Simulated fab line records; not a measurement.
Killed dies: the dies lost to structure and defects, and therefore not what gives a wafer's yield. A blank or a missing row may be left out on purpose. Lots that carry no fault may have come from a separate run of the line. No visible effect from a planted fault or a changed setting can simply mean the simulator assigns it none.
A lot that was struck, set against a sound lot || flow n5 finfet || 37 steps out of a route of 1938
Sound: wafers L424.2, L424.3, L424.5. Struck: wafer L431.3 (left out: L431.2, L431.5 of the same lot, which were not struck); the cause appears at the end.
Per side, at each step with rows, come the tool, then ch with its chambers, and then its first start. Under that, the readings that differ: sound wafers || struck wafers || difference of the means || sigmas: that difference in standard deviations of wafers without a fault.
alike: readings with means less than 2 such deviations apart, plus words and numbers identical on both sides. not compared: withheld readings, readings lacking a value on some wafer, bounds such as >300 that could conceal the same value, and numbers that have no deviation in the record and whose values overlap.
A row with sigmas, a row that says differs or no value, or rows on one side alone: a step with any of these is where the two part. Numbers that don't overlap but have no deviation are shown without sigmas and don't part them. A reading missing from all wafers of one side parts the sides only when that side holds two or more wafers.

first, 9 steps without rows for these wafers: N5_MOL_CONTACT_COAG_COAT_78 (resist thk 40 nm); N5_MOL_CONTACT_COAG_EBR_80; N5_MOL_CONTACT_COAG_SOFTBAKE_79 (time 60 s); N5_MOL_CONTACT_COAG_EXPOSE_81 (exposes mask VG, defocus 0 nm); N5_MOL_CONTACT_COAG_PEB_82 (peb time 60 s); N5_MOL_CONTACT_COAG_DEVELOP_83 (develop time 30 s); N5_MOL_CONTACT_COAG_DESCUM_88 (chemistry O2, time 7 s); N5_MOL_CONTACT_COAG_ETCH_89 (etches underlayer in N2/H2, target depth 13 nm, time 10.4 s); N5_MOL_CONTACT_COAG_ETCH_90 (etches SiARC in CF4, target depth 13 nm, time 21.7 s).
N5_MOL_CONTACT_COAG_ALD_131: deposits SiO2, target thk 5 nm, pulse time 1 s, co reactant pulse time 1 s.
  sound on ald sin-03 ch 0,1,3, day 5 20:01; struck on ald sin-03 ch 0, day 7 13:58
{"reading": "ald cycles", "sound": "35 35 35", "struck": 24, "difference": -11, "sigmas": ""}
{"reading": "heater power w (W)", "sound": "61 83 103", "struck": 105, "difference": "+23", "sigmas": "+2"}
{"reading": "model.SiO2_of_MOL_CONTACT_COAG_ALD_131.thk nm (nm)", "sound": "5 5 5", "struck": 3.4, "difference": -1.6, "sigmas": ""}
  alike: chamber pressure Torr, heater power outer w, precursor pulse height rel
  not compared: since wet clean h, susceptor temp C
then, 25 steps without rows for these wafers: N5_MOL_CONTACT_COAG_ETCHBACK_132 (etches SiO2 in CHF3, target depth 10 nm, time 6.7 s); N5_MOL_CONTACT_COAG_ETCH_91 (etches SOC in N2/H2, target depth 60 nm, overetch 21 nm, time 101.2 s); N5_MOL_CONTACT_COAG_STRIP_92 (strips in N2/H2); N5_MOL_CONTACT_COAG_STRIP_93 (strips in N2/H2); N5_MOL_CONTACT_COAG_ETCHBACK_135 (etches SiO2 in CHF3, target depth 25 nm, time 16.7 s); N5_MOL_CONTACT_COAG_STRIP_118 (strips in CHF3); N5_MOL_CONTACT_COAG_VIA_ETCH_46 (etches SiO2 in C4F6/O2, target depth 46 nm, overetch 9.2 nm, time 40 s); N5_MOL_CONTACT_COAG_STRIP_96 (strips in N2/H2); N5_MOL_CONTACT_COAG_ETCH_47 (etches SiNx in CH3F/O2, stops on W, target depth 27 nm); N5_MOL_CONTACT_COAG_STRIP_119 (strips in N2/H2, time 30 s); N5_MOL_CONTACT_COAG_PRECLEAN_144 (cleans in alkaline clean, time 60 s); N5_MOL_CONTACT_COAG_SRD_145 (time 30 s); N5_MOL_CONTACT_COAG_COAT_62 (time 60 s, resist thk 60 nm); N5_MOL_CONTACT_COAG_COAT_63 (time 60 s, resist thk 10 nm); N5_MOL_CONTACT_COAG_COAT_64 (time 60 s, resist thk 10 nm); N5_MOL_CONTACT_COAG_COAT_34 (resist thk 40 nm); N5_MOL_CONTACT_COAG_EBR_36; N5_MOL_CONTACT_COAG_SOFTBAKE_35 (time 60 s); N5_MOL_CONTACT_COAG_EXPOSE_37 (exposes mask VD, defocus 0 nm); N5_MOL_CONTACT_COAG_PEB_38 (peb time 60 s); N5_MOL_CONTACT_COAG_DEVELOP_39 (develop time 30 s); N5_MOL_CONTACT_COAG_DESCUM_45 (chemistry O2, time 7 s); N5_MOL_CONTACT_COAG_ETCH_65 (etches underlayer in N2/H2, target depth 13 nm, time 10.4 s); N5_MOL_CONTACT_COAG_ETCH_66 (etches SiARC in CF4, target depth 13 nm, time 21.7 s); N5_MOL_CONTACT_COAG_ALD_133 (deposits SiO2, target thk 5 nm, pulse time 1 s, co reactant pulse time 1 s).
N5_BEOL_M4_RC_MEAS_101:
  the record has rows for the sound wafers here (prober-01 ch 0, day 8 22:01) and none for the struck ones
-- record jumps: 8 days separate the struck wafers' starts on either side; left off in module BEOL_M4, taken up again in module PASSIVATION, whose first shown step is the route's number 1936 --
N5_PASSIVATION_PROBE_49:
  struck on prober-02, day 15 03:23; sound on prober-01, day 13 06:47
{"reading": "defect limited yield (%)", "sound": "90.3 90.3 89.9", "struck": 21.5, "difference": -68.7, "sigmas": -49}
{"reading": "killed at contacts", "sound": "22 23 36", "struck": 841, "difference": "+814", "sigmas": "+99 or more"}
{"reading": "killed dies", "sound": "115 114 119", "struck": 926, "difference": "+810", "sigmas": "+51"}
{"reading": "killed on rim", "sound": "13 13 17", "struck": 116, "difference": "+102", "sigmas": "+24"}
{"reading": "sort n pass", "sound": "1065 1066 1061", "struck": 254, "difference": -810, "sigmas": -35}
{"reading": "sort yield pct (%)", "sound": "90.3 90.3 89.9", "struck": 21.5, "difference": -68.7, "sigmas": -36}
  alike: killed_at_M0_to_M3, killed_at_M4_up, killed at front end, killed at other, killed open, killed short, sort_bin_5_function, sort_bin_6_memory

WHERE THEY PART
Earliest at N5_MOL_CONTACT_COAG_ALD_131; latest, in this record, at N5_PASSIVATION_PROBE_49.

WHY: what the simulator had put in
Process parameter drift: ald sin-03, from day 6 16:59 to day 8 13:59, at N5_MOL_CONTACT_COAG_ALD_131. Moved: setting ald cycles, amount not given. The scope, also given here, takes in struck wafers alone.
